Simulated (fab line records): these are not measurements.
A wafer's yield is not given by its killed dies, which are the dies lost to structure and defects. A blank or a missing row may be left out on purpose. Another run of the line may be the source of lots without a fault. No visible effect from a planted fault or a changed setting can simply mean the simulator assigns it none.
Matching of chambers / flow n5 finfet / N5_BEOL_M5_DEP_56 on pecvd-04 has 3 sister chambers
The step deposits SiCN from 3MS/NH3, target thk 8 nm, time 14 s. 6 wafers are shown with their chamber, then 7 later ones without.

## EACH WAFER AND ITS CHAMBER
wafer=L085.1; chamber=2; showerhead plenum p Torr (Torr)=3.626; throttle valve pct (%)=8.9
wafer=L085.6; chamber=1; showerhead plenum p Torr (Torr)=3.673; throttle valve pct (%)=8.9
wafer=L088.1; chamber=1; showerhead plenum p Torr (Torr)=3.669; throttle valve pct (%)=9.0
wafer=L088.4; chamber=2; showerhead plenum p Torr (Torr)=3.624; throttle valve pct (%)=8.9
wafer=L091.1; chamber=0; showerhead plenum p Torr (Torr)=3.666; throttle valve pct (%)=8.6
wafer=L091.4; chamber=0; showerhead plenum p Torr (Torr)=3.676; throttle valve pct (%)=8.8

## WAFERS WHOSE CHAMBER IS MISSING
wafer=L091.5; showerhead plenum p Torr (Torr)=3.622; throttle valve pct (%)=8.8
wafer=L093.1; showerhead plenum p Torr (Torr)=3.674; throttle valve pct (%)=8.8
wafer=L093.4; showerhead plenum p Torr (Torr)=3.629; throttle valve pct (%)=9.0
wafer=L093.6; showerhead plenum p Torr (Torr)=3.678; throttle valve pct (%)=8.8
wafer=L097.1; showerhead plenum p Torr (Torr)=3.629; throttle valve pct (%)=8.9
wafer=L097.2; showerhead plenum p Torr (Torr)=3.664; throttle valve pct (%)=8.7
wafer=L097.3; showerhead plenum p Torr (Torr)=3.671; throttle valve pct (%)=9.1

## WHICH CHAMBER EACH ONE RAN IN
wafer=L091.5; from the rows above=2; in truth=2
wafer=L093.1; from the rows above=can't be placed: 0 or 1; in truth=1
wafer=L093.4; from the rows above=2; in truth=2
wafer=L093.6; from the rows above=can't be placed: 0 or 1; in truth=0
wafer=L097.1; from the rows above=2; in truth=2
wafer=L097.2; from the rows above=can't be placed: 0 or 1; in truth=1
wafer=L097.3; from the rows above=1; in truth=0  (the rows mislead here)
Correct placement for 3 of the 7. Unplaceable from these rows: 3, with the true chamber sitting among the candidates in 3. 1 placed wrongly.
How it was worked out, from the rows above alone: a wafer's distance from a chamber is the root of the sum, over the readings, of the square of ((its reading less the chamber's mean) divided by the reading's scatter). If the next closest chamber is less than 2 further off than the closest, the wafer can't be placed; otherwise it belongs to the closest. The mean given for a chamber averages the wafers shown for that chamber. The scatter is the square root of a quotient: the sum, over the shown wafers, of each reading's squared deviation from its chamber's mean, divided by wafers minus chambers.
